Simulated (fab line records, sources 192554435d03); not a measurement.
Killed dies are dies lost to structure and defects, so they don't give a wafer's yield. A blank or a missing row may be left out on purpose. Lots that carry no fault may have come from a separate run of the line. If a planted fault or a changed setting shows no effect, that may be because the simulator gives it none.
fab line records ; flow n5-finfet ; part 2 of 2: steps 5 to 6 of 6
record: lots: 23; wafers: 69; last-day: 17
route steps=1938 shown BEOL_M13@1669 BEOL_M14@1728
lots untouched by any fault: they come from a run of this same line in which no faults occurred
start-h: the number of hours between the record's first day and the start of the first shown wafer of the lot ; wait-h: hours from the lot's prior step to this one ; " same as the row above ; L1.1+2: several wafers, shown together as one row ; - no value present, or no start provided ; * or withheld: withheld ; < > ~ a bound
route shown NAME@n: NAME is a module with steps in the file, n the number in the route of the first one ; usual: mean/standard deviation taken from wafers without a fault ; same: alike in all rows ; chamber/n: place in a boat ; sites: the reading at each site ; _std_site: the values' standard deviation ; _edge_site: the outer-site mean with the inner-site mean subtracted ; radius-mm: how far each site lies from the wafer's centre ; mask NAME#n: copy n ; behind: tool/chamber where the wafer was last shaped ; hold: why the lot went on hold/how many hours it stayed there/how the hold came to an end ; device: which transistor (n, p or np) failed to switch ; end of line: the tests these same wafers got at the end of their route ; step lacking rows: just its recipe ; killed: count of dies lost to structure and defects at first sort (not the wafer's yield) ; map: per-die view of a wafer (x killed, . not killed, _ where there is no die)
set.NAME: the run value of the setting; set.NAME@STEP: its run value at that earlier step ; model.NAME: the simulator's own value behind a step, which no gauge read
a sample of lots followed through the steps of the route, with each step as a table and each wafer as a row
services: from which hour (start-h, from the record's first day; less than 0 if before it) a tool's chamber was out of use, for how many hours, and why
== steps ==
step: N5_BEOL_M14_STRIP_64
recipe: chemistry: O2; power-w: 600; temp-c: 60; pressure-mtorr: 30; rf-frequency-hz: 6e+07; bias-power-w: 0; overash-fraction: 0.3; o2-flow-sccm: 225
usual: drypump-motor-current-A: 5.9/0.39; oes-product-au: 0.82/0.083; rf-vpp-V: 3.6/0.49; showerhead-plenum-p-Torr: 2.10/0.053; throttle-valve-pct: 16.69/0.29
lot.wafer;tool;chamber;start-h;wait-h;drypump-motor-current-A;oes-product-au;rf-hours-counter-h;rf-vpp-V;showerhead-plenum-p-Torr;throttle-valve-pct
L074.1;rie-diel-01;2;-;-;6.5;0.90;23;3.0;2.13;16.31
L074.2;rie-diel-01;1;-;-;5.8;0.91;35;2.8;2.14;16.56
L074.3;rie-diel-01;0;-;-;5.9;0.69;235;2.8;2.00;17.20
L075.2;rie-diel-04;0;-;-;5.9;0.90;43;3.1;2.13;16.16
L075.3;rie-diel-04;1;-;-;6.5;0.80;85;4.0;2.03;16.62
L075.6;rie-diel-04;1;-;-;6.6;0.80;-;4.3;2.03;16.64
L077.1;rie-diel-04;0;-;-;5.9;0.87;48;3.5;2.13;16.19
L077.2;rie-diel-04;2;-;-;5.4;0.96;8;3.3;2.16;16.65
L077.5;rie-diel-04;1;-;-;6.6;0.79;-;2.8;2.03;16.65
L078.2;rie-diel-02;3;-;-;5.6;0.69;247;3.6;2.13;16.74
L078.4;rie-diel-02;0;-;-;5.9;0.73;192;3.5;2.09;16.95
L078.6;rie-diel-02;0;-;-;5.9;0.73;-;3.3;2.09;16.97
L079.1;rie-diel-02;2;-;-;6.0;0.78;122;4.3;2.12;16.49
L079.2;rie-diel-02;1;-;-;6.3;0.82;70;4.0;2.14;16.79
L079.4;rie-diel-02;0;-;-;5.9;0.74;-;4.8;2.09;16.96
L080.2;rie-diel-01;1;-;-;5.8;0.90;47;4.2;2.14;16.58
L080.3;rie-diel-01;2;-;-;6.4;0.89;35;3.8;2.12;16.33
L080.6;rie-diel-01;0;-;-;5.9;0.70;-;3.7;2.00;17.21
L082.2;rie-diel-01;1;-;-;5.8;0.89;53;3.5;2.14;16.57
L082.3;rie-diel-01;0;-;-;5.9;0.69;252;4.4;2.00;17.22
L082.6;rie-diel-01;2;-;-;6.5;0.88;-;3.3;2.12;16.35
L083.3;rie-diel-01;1;-;-;5.8;0.88;53;3.5;2.14;16.60
L083.4;rie-diel-01;2;-;-;6.5;0.88;-;3.1;2.12;16.35
L083.5;rie-diel-01;1;-;-;5.8;0.89;-;3.3;2.14;16.59
L081.1;rie-diel-04;0;-;-;5.9;0.85;62;4.1;2.12;16.22
L081.3;rie-diel-04;2;-;-;5.4;0.93;17;3.2;2.16;16.67
L081.6;rie-diel-04;2;-;-;5.4;0.93;-;3.4;2.16;16.67
L084.1;rie-diel-02;1;-;-;6.3;0.81;81;3.4;2.13;16.84
L084.2;rie-diel-02;0;-;-;5.8;0.72;209;4.0;2.08;17.00
L084.4;rie-diel-02;3;-;-;5.6;0.97;5;4.2;2.13;16.32
L086.2;rie-diel-04;2;-;-;5.4;0.91;22;3.6;2.16;16.67
L086.3;rie-diel-04;0;-;-;5.9;0.85;68;3.7;2.12;16.21
L086.4;rie-diel-04;3;-;-;5.2;0.92;20;3.8;2.04;16.73
L085.1;rie-diel-04;3;-;-;5.2;0.90;24;4.8;2.04;16.72
L085.4;rie-diel-04;2;-;-;5.4;0.90;25;3.7;2.16;16.69
L085.5;rie-diel-04;1;-;-;6.6;0.77;-;2.8;2.02;16.69
L087.4;rie-diel-01;3;-;-;5.6;0.75;175;3.9;2.10;17.13
L087.5;rie-diel-01;3;-;-;5.6;0.76;-;3.7;2.10;17.13
L087.6;rie-diel-01;2;-;-;6.5;0.86;-;2.9;2.12;16.38
L088.2;rie-diel-04;0;-;-;5.9;0.83;74;3.2;2.12;16.21
L088.4;rie-diel-04;2;-;-;5.4;0.90;27;3.1;2.16;16.72
L088.6;rie-diel-04;3;-;-;5.2;0.89;-;3.6;2.04;16.72
L089.2;rie-diel-04;3;-;-;5.2;0.89;26;3.3;2.04;16.72
L089.3;rie-diel-04;0;-;-;5.9;0.84;74;3.6;2.12;16.23
L089.6;rie-diel-04;2;-;-;5.4;0.90;-;3.5;2.16;16.70
L090.4;rie-diel-04;1;-;-;6.6;0.76;121;3.5;2.02;16.70
L090.5;rie-diel-04;0;-;-;5.9;0.83;-;3.2;2.12;16.25
L090.6;rie-diel-04;3;-;-;5.2;0.88;-;3.1;2.04;16.74
L091.1;rie-diel-02;2;-;-;6.0;0.75;147;3.4;2.11;16.55
L091.4;rie-diel-02;2;-;-;6.0;0.75;-;3.5;2.11;16.54
L091.5;rie-diel-02;3;-;-;5.6;0.92;-;4.1;2.13;16.33
L092.1;rie-diel-02;2;-;-;6.0;0.76;150;3.3;2.11;16.55
L092.2;rie-diel-02;1;-;-;6.2;0.80;99;3.5;2.13;16.85
L092.4;rie-diel-02;0;-;-;5.9;0.72;228;3.4;2.08;17.04
L093.1;rie-diel-02;3;-;-;5.6;0.92;24;3.2;2.12;16.34
L093.3;rie-diel-02;2;-;-;6.0;0.75;152;3.0;2.11;16.56
L093.4;rie-diel-02;0;-;-;5.9;0.71;229;3.2;2.08;17.01
L094.4;rie-diel-01;0;-;-;5.9;0.94;17;2.8;2.25;16.81
L094.5;rie-diel-01;1;-;-;5.8;0.85;-;4.0;2.12;16.64
L094.6;rie-diel-01;2;-;-;6.5;0.83;-;3.7;2.11;16.41
L095.2;rie-diel-02;2;-;-;6.0;0.75;154;4.2;2.11;16.55
L095.3;rie-diel-02;3;-;-;5.6;0.91;26;3.1;2.12;16.33
L095.5;rie-diel-02;1;-;-;6.3;0.79;-;4.1;2.12;16.86
L097.3;rie-diel-02;2;-;-;6.0;0.74;158;2.8;2.11;16.56
L097.4;rie-diel-02;3;-;-;5.6;0.91;31;4.1;2.12;16.33
L097.6;rie-diel-02;2;-;-;6.0;0.75;-;3.7;2.11;16.57
L096.1;rie-diel-01;3;-;-;5.6;0.74;197;4.2;2.10;17.18
L096.2;rie-diel-01;2;-;-;6.5;0.82;77;3.7;2.11;16.40
L096.3;rie-diel-01;1;-;-;5.8;0.84;91;3.9;2.12;16.65
step: N5_BEOL_M14_TRENCH_ETCH_34
recipe: chemistry: C4F8/O2/Ar; target: SiO2; target-depth-a: 5566.5; mask-material: SOC; he-inner-torr: 15; he-outer-torr: 30; time-s: 126.9; ion-energy-ev: 800; pressure-mtorr: 20; source-w: 1905; bias-w: 2040; Ar_flow_sccm: 400; C4F8_flow_sccm: 16; O2_flow_sccm: 12
usual: bias-w: 2041/6.1; drypump-motor-current-A: 5.9/0.39; oes-product-au: 0.83/0.076; rf-vpp-V: 2222/33; showerhead-plenum-p-Torr: 3.45/0.077; throttle-valve-pct: 30.9/0.31
lot.wafer;tool;chamber;start-h;wait-h;bias-w;drypump-motor-current-A;oes-product-au;rf-hours-counter-h;rf-vpp-V;showerhead-plenum-p-Torr;throttle-valve-pct
L074.1;rie-diel-01;2;239.09;0.0;2040;6.5;0.93;24;2279;3.51;30.7
L074.2;rie-diel-01;3;239.09;0.0;2039;5.6;0.79;147;2262;3.46;31.5
L074.3;rie-diel-01;0;239.09;0.0;2041;6.0;0.69;235;2198;3.24;31.0
L075.2;rie-diel-01;1;242.43;0.0;2051;5.8;0.89;37;2227;3.50;31.0
L075.3;rie-diel-01;2;242.43;0.0;2043;6.4;0.90;26;2280;3.51;30.7
L075.6;rie-diel-01;1;242.43;0.0;2039;5.8;0.88;-;2229;3.50;31.0
L077.1;rie-diel-04;0;253.36;0.0;2045;5.9;0.88;48;2190;3.48;30.4
L077.2;rie-diel-04;2;253.36;0.0;2036;5.4;0.96;8;2210;3.52;31.1
L077.5;rie-diel-04;1;253.36;0.0;2045;6.6;0.80;-;2192;3.33;30.9
L078.2;rie-diel-02;0;257.96;0.0;2051;5.9;0.73;193;2206;3.40;31.1
L078.4;rie-diel-02;2;257.96;0.0;2022;6.0;0.77;118;2177;3.45;30.5
L078.6;rie-diel-02;3;257.96;0.0;2043;5.6;0.69;-;2274;3.53;31.0
L079.1;rie-diel-02;0;271.37;0.0;2040;5.9;0.72;199;2206;3.40;31.1
L079.2;rie-diel-02;2;271.37;0.0;2038;6.0;0.76;123;2178;3.45;30.5
L079.4;rie-diel-02;2;271.37;0.0;2046;6.0;0.77;-;2179;3.45;30.5
L080.2;rie-diel-02;0;272.02;0.0;2044;5.9;0.73;199;2206;3.40;31.0
L080.3;rie-diel-02;1;272.02;0.0;2025;6.3;0.81;71;2196;3.50;31.1
L080.6;rie-diel-02;0;272.02;0.0;2036;5.9;0.73;-;2204;3.40;31.1
L082.2;rie-diel-04;1;286.45;0.0;2043;6.6;0.78;103;2190;3.33;30.9
L082.3;rie-diel-04;2;286.45;0.0;2042;5.4;0.93;16;2210;3.52;31.1
L082.6;rie-diel-04;0;286.45;0.0;2033;5.9;0.86;-;2192;3.47;30.4
L083.3;rie-diel-02;0;287.12;0.0;2040;5.9;0.71;205;2206;3.40;31.0
L083.4;rie-diel-02;1;287.12;0.0;2058;6.3;0.80;77;2196;3.49;31.1
L083.5;rie-diel-02;3;287.12;0.0;2051;5.6;0.99;-;2273;3.52;30.7
L081.1;rie-diel-04;1;289.90;0.0;2036;6.6;0.77;105;2191;3.33;30.9
L081.3;rie-diel-04;2;289.90;0.0;2037;5.4;0.93;18;2210;3.52;31.1
L081.6;rie-diel-04;2;289.90;0.0;2044;5.4;0.92;-;2211;3.52;31.1
L084.1;rie-diel-01;3;300.22;0.0;2031;5.6;0.76;168;2259;3.45;31.5
L084.2;rie-diel-01;2;300.22;0.0;2047;6.4;0.86;48;2279;3.50;30.7
L084.4;rie-diel-01;1;300.22;0.0;2038;5.8;0.86;-;2226;3.49;31.0
L086.2;rie-diel-04;0;303.40;0.0;2047;5.9;0.86;69;2191;3.47;30.4
L086.3;rie-diel-04;3;303.40;0.0;2045;5.2;0.90;21;2228;3.37;31.2
L086.4;rie-diel-04;2;303.40;0.0;2049;5.4;0.93;23;2212;3.51;31.1
L085.1;rie-diel-04;1;316.05;0.0;2049;6.5;0.78;114;2190;3.32;30.9
L085.4;rie-diel-04;3;316.05;0.0;2052;5.2;0.90;24;2226;3.37;31.2
L085.5;rie-diel-04;1;316.05;0.0;2042;6.6;0.78;-;2191;3.32;30.9
L087.4;rie-diel-01;1;316.43;0.0;2040;5.8;0.85;67;2226;3.48;31.0
L087.5;rie-diel-01;3;316.43;0.0;2039;5.6;0.76;-;2257;3.45;31.5
L087.6;rie-diel-01;0;316.43;0.0;2039;5.9;0.97;-;2233;3.63;30.9
L088.2;rie-diel-02;0;319.38;0.0;2042;5.9;0.71;217;2205;3.39;31.1
L088.4;rie-diel-02;1;319.38;0.0;2035;6.3;0.80;89;2195;3.49;31.1
L088.6;rie-diel-02;3;319.38;0.0;2035;5.6;0.95;-;2272;3.52;30.8
L089.2;rie-diel-02;1;320.59;0.0;2038;6.3;0.79;89;2194;3.49;31.1
L089.3;rie-diel-02;2;320.59;0.0;2046;6.0;0.75;140;2178;3.44;30.6
L089.6;rie-diel-02;1;320.59;0.0;2051;6.3;0.79;-;2195;3.49;31.1
L090.4;rie-diel-04;2;339.12;0.0;2034;5.4;0.90;34;2210;3.51;31.1
L090.5;rie-diel-04;1;339.12;0.0;2050;6.6;0.77;-;2191;3.32;30.9
L090.6;rie-diel-04;0;339.12;0.0;2030;5.9;0.82;-;2191;3.46;30.4
L091.1;rie-diel-04;1;343.31;0.0;2030;6.6;0.76;124;2190;3.32;30.9
L091.4;rie-diel-04;3;343.31;0.0;2040;5.2;0.86;36;2227;3.36;31.2
L091.5;rie-diel-04;1;343.31;0.0;2040;6.6;0.76;-;2190;3.32;30.9
L092.1;rie-diel-01;1;352.45;0.0;2038;5.9;0.84;80;2227;3.48;31.0
L092.2;rie-diel-01;3;352.45;0.0;2042;5.6;0.75;187;2257;3.44;31.5
L092.4;rie-diel-01;0;352.45;0.0;2036;5.9;0.92;14;2233;3.63;30.9
L093.1;rie-diel-01;1;356.21;0.0;2046;5.8;0.84;82;2226;3.48;31.0
L093.3;rie-diel-01;0;356.21;0.0;2048;6.0;0.91;16;2234;3.62;30.9
L093.4;rie-diel-01;3;356.21;0.0;2038;5.6;0.75;189;2257;3.44;31.5
L094.4;rie-diel-01;1;362.37;0.0;2037;5.8;0.84;84;2227;3.47;31.0
L094.5;rie-diel-01;2;362.37;0.0;2046;6.5;0.84;-;2276;3.48;30.7
L094.6;rie-diel-01;3;362.37;0.0;2038;5.6;0.76;-;2257;3.44;31.5
L095.2;rie-diel-01;1;363.76;0.0;2036;5.8;0.84;84;2226;3.47;31.0
L095.3;rie-diel-01;2;363.76;0.0;2044;6.5;0.84;71;2279;3.48;30.7
L095.5;rie-diel-01;2;363.76;0.0;2048;6.5;0.84;-;2278;3.48;30.7
L097.3;rie-diel-02;2;379.63;0.0;2042;6.0;0.74;159;2177;3.43;30.6
L097.4;rie-diel-02;0;379.63;0.0;2034;5.9;0.70;236;2203;3.38;31.1
L097.6;rie-diel-02;3;379.63;0.0;2044;5.7;0.91;-;2273;3.51;30.8
L096.1;rie-diel-01;1;383.27;0.0;2050;5.8;0.82;92;2225;3.47;31.0
L096.2;rie-diel-01;3;383.27;0.0;2054;5.6;0.75;198;2256;3.43;31.5
L096.3;rie-diel-01;2;383.27;0.0;2036;6.4;0.82;78;2277;3.48;30.7
== services ==
tool;chamber;start-h;hours;kind
rie-diel-03;2;214.25;38.8;repair
rie-diel-04;2;220.67;-;clean
rie-diel-04;2;220.67;-;consumable-replace:focus-ring
rie-diel-04;2;220.67;14.0;scheduled-down
rie-diel-04;2;220.67;14.0;vent-cycle
rie-diel-02;2;231.84;21.6;repair
rie-diel-04;3;234.81;-;clean
rie-diel-04;3;234.81;-;consumable-replace:focus-ring
rie-diel-04;3;234.81;14.7;scheduled-down
rie-diel-04;3;234.81;14.7;vent-cycle
rie-diel-02;3;264.19;-;clean
rie-diel-02;3;264.19;-;consumable-replace:focus-ring
rie-diel-02;3;264.19;19.1;scheduled-down
rie-diel-02;3;264.19;19.1;vent-cycle
rie-diel-04;2;265.77;9.3;repair
rie-diel-06;0;270.40;9.1;repair
rie-diel-05;2;270.47;12.0;repair
rie-diel-01;0;286.63;-;clean
rie-diel-01;0;286.63;-;consumable-replace:focus-ring
rie-diel-01;0;286.63;-;consumable-replace:showerhead
rie-diel-01;0;286.63;28.2;scheduled-down
rie-diel-05;3;312.55;6.6;repair
rie-diel-05;2;317.23;1.2;repair
rie-diel-03;2;331.22;2.2;repair
